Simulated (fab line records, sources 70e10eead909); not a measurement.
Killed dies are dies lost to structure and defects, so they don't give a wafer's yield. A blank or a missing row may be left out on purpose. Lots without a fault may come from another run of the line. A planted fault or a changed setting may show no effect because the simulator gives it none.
A struck lot beside a sound one | flow nand_harc | 26 steps out of a route of 1159
Sound: wafers L611.1, L611.2, L611.4. Struck: wafer L615.1. (L615.6 of the same lot was not struck and is left out.) The cause comes at the end.
At each step with rows: each side's tool, then ch and its chambers, then its first start. Under that, the readings that differ: sound wafers | struck wafers | difference of the means | sigmas: that difference in standard deviations of wafers without a fault.
alike: readings whose means differ by less than 2 such deviations, and words and numbers that are the same on both sides. not compared: withheld readings, readings that some wafer has no value for, bounds like >300 that may hide the same value, and numbers for which the record gives no deviation and whose values overlap.
The two part at a step that has a row with sigmas, a row that says differs or no value, or rows on one side only. Numbers that don't overlap but have no deviation are shown without sigmas and don't part them. A reading that every wafer of one side lacks parts them only if that side has two wafers or more.

NHARC_P_ZERO_WELL_INSPECT_43:
  sound on defect_inspect-01, day 3 13:44; struck on defect_inspect-01, day 4 13:37
  alike: raw_defect_count
then, 11 steps without rows for these wafers: NHARC_P_STI_ETCH_26 (etches SiO2 in dHF, target depth 11 nm); NHARC_P_STI_PRECLEAN_27 (cleans in SC1); NHARC_P_STI_SRD_28; NHARC_P_STI_OXIDE_29 (material SiO2, target thk 10 nm, ox time 1362 s); NHARC_P_STI_HM_DEP_30 (deposits Si3N4, target thk 80 nm, time 873 s); NHARC_P_STI_DEHYDRATE_01 (time 120 s); NHARC_P_STI_HMDS_02 (time 30 s); NHARC_P_STI_COAT_41 (time 65 s); NHARC_P_STI_COAT_03 (resist thk 600 nm); NHARC_P_STI_SOFTBAKE_04 (time 70 s); NHARC_P_STI_EBR_05.
NHARC_P_STI_EXPOSE_06: exposes mask P STI, target cd 200 nm.
  sound on krf_scanner-04 ch 0, day 4 04:54; struck on krf_scanner-04 ch 0, day 5 04:46
  alike: mask
then, 2 steps without rows for these wafers: NHARC_P_STI_PEB_07 (peb time 80 s); NHARC_P_STI_DEVELOP_08 (time 50 s).
NHARC_P_STI_CD_MEAS_09: target cd 200 nm.
  sound on cd_sem-02 ch 0, day 4 05:03; struck on cd_sem-02 ch 0, day 5 04:55
  alike: cd_nm
NHARC_P_STI_OVL_MEAS_10:
  sound on overlay-02, day 4 05:08; struck on overlay-01, day 5 05:00
  alike: overlay_x_nm, overlay_y_nm
NHARC_P_STI_INSPECT_11:
  sound on defect_inspect-02, day 4 05:10; struck on defect_inspect-02, day 5 05:02
  alike: raw_defect_count
then, 1 step without rows for these wafers: NHARC_P_STI_HARDBAKE_13 (time 65 s).
NHARC_P_STI_DESCUM_14: chemistry O2, time 3 s.
  sound on rie_diel-13 ch 0,1,2, day 4 05:20; struck on rie_diel-06 ch 2, day 5 05:11
  reading                | sound                | struck | difference | sigmas
  rf_hours_counter_h (h) | 3.5 3.2 3.2          | 0.5    | -2.8       |
  throttle_valve_pct (%) | 11.307 11.313 11.296 | 11.278 | -0.027     | -3
  model.P_STI.cd_nm (nm) | 197.9 197.7 197.2    | 192.8  | -4.8       |
  alike: drypump_motor_current_A, mfc_ar_sccm, oes_product_au, rf_vpp_V, showerhead_plenum_p_Torr
NHARC_P_STI_ETCH_42: etches the open film in N2/H2, target depth 80 nm, overetch 24 nm, time 61 s.
  sound on rie_diel-13 ch 0,1,3, day 4 05:25; struck on rie_diel-06 ch 2, day 5 05:16
  reading                | sound                | struck | difference | sigmas
  rf_hours_counter_h (h) | 3.2 3.4 3.2          | 0.5    | -2.8       |
  throttle_valve_pct (%) | 14.150 14.171 14.182 | 14.188 | +0.020     | +2
  alike: drypump_motor_current_A, h2_flow_sccm, mfc_ar_sccm, oes_product_au, rf_vpp_V, showerhead_plenum_p_Torr
NHARC_P_STI_ETCH_31: etches the open film in CF4/CHF3, target depth 108.9 nm, time 54.5 s.
  sound on rie_diel-13 ch 0,1,3; struck on rie_diel-06 ch 2
  reading                | sound       | struck | difference | sigmas
  rf_hours_counter_h (h) | 3.2 3.4 3.2 | 0.6    | -2.7       |
  alike: drypump_motor_current_A, mfc_ar_sccm, oes_product_au, rf_vpp_V, showerhead_plenum_p_Torr, throttle_valve_pct
NHARC_P_STI_ETCH_15: etches the open film in HBr/Cl2, target depth 300 nm, time 100.1 s.
  sound on rie_si-04 ch 0,1,2, day 4 05:37; struck on rie_si-05 ch 2, day 5 05:29
  reading                | sound             | struck | difference | sigmas
  rf_hours_counter_h (h) | 0.8 1.1 1.2       | 0.2    | -0.8       |
  model.P_STI.cd_nm (nm) | 198.4 198.4 197.2 | 192.8  | -5.2       |
  alike: drypump_motor_current_A, oes_product_au, throttle_valve_pct
NHARC_P_STI_CD_MEAS_16:
  sound on cd_sem-02, day 4 05:46; struck on cd_sem-02, day 5 05:37
  reading    | sound             | struck | difference | sigmas
  cd_nm (nm) | 198.4 198.7 197.3 | 192.6  | -5.5       | -2
NHARC_P_STI_OCD_MEAS_17:
  sound on ocd-02, day 4 05:52; struck on ocd-02, day 5 05:42
  reading                | sound             | struck | difference | sigmas
  trench_foot_cd_nm (nm) | 155.4 155.4 155.8 | 151.1  | -4.4       | -2
  alike: trench_depth_nm
then, 1 step without rows for these wafers: NHARC_P_STI_STRIP_19 (strips in SPM, time 900 s).

WHERE THEY PART
First at NHARC_P_STI_DESCUM_14; last, within this record, at NHARC_P_STI_OCD_MEAS_17.

WHY: what the simulator had put in
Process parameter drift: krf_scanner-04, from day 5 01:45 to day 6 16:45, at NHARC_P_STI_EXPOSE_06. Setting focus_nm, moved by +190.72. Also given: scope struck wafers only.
